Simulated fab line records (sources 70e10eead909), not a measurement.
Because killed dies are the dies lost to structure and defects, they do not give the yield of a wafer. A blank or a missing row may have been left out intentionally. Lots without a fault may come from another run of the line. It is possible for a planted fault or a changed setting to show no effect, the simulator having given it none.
Chamber matching    flow nand-harc    NHARC_A_STAIRCASE_ALD_420 on ald-hk-02 has 4 sister chambers
The step deposits SiO2, target thk 20 nm, pulse time 6 s, ald cycles 200. 8 wafers are shown with their chamber, then 7 later ones without.

WAFERS WITH THEIR CHAMBER
wafer   chamber  heater-power-w (W)  precursor-pulse-height-rel
L078.2  1        487                 1.004
L078.3  0        403                 1.016
L079.5  2        491                 0.989
L079.1  3        451                 0.981
L079.3  0        407                 1.012
L079.4  1        504                 1.036
L080.2  2        500                 1.013
L080.4  3        455                 0.977

WAFERS MISSING THEIR CHAMBER
wafer   heater-power-w (W)  precursor-pulse-height-rel
L080.6  493                 1.032
L086.3  495                 1.010
L086.4  497                 0.993
L086.6  452                 0.992
L092.4  541                 1.023
L092.5  444                 0.974
L092.6  413                 1.034

CHAMBER TAKEN BY EACH
wafer   from the rows above      in truth
L080.6  can't be placed: 1 or 2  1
L086.3  can't be placed: 2 or 1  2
L086.4  can't be placed: 2 or 1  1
L086.6  3                        3
L092.4  can't be placed: 1 or 2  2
L092.5  3                        3
L092.6  0                        0
3 of 7 placed correctly. From these rows, 4 cannot be placed; in 4 the true chamber is one of the candidates. Placed wrongly: 0.
How it was worked out, from the rows above alone: a wafer's distance from a chamber is the root of the sum, over the readings, of the square of ((its reading less the chamber's mean) divided by the reading's scatter). The wafer belongs to the nearest chamber; if the next one is less than 2 further off, it can't be placed. Each chamber's mean is taken over the wafers shown for it. How the scatter is found: for the shown wafers, subtract from each reading the mean of its chamber, square and add these, divide the total by (wafers less chambers), then take the root.
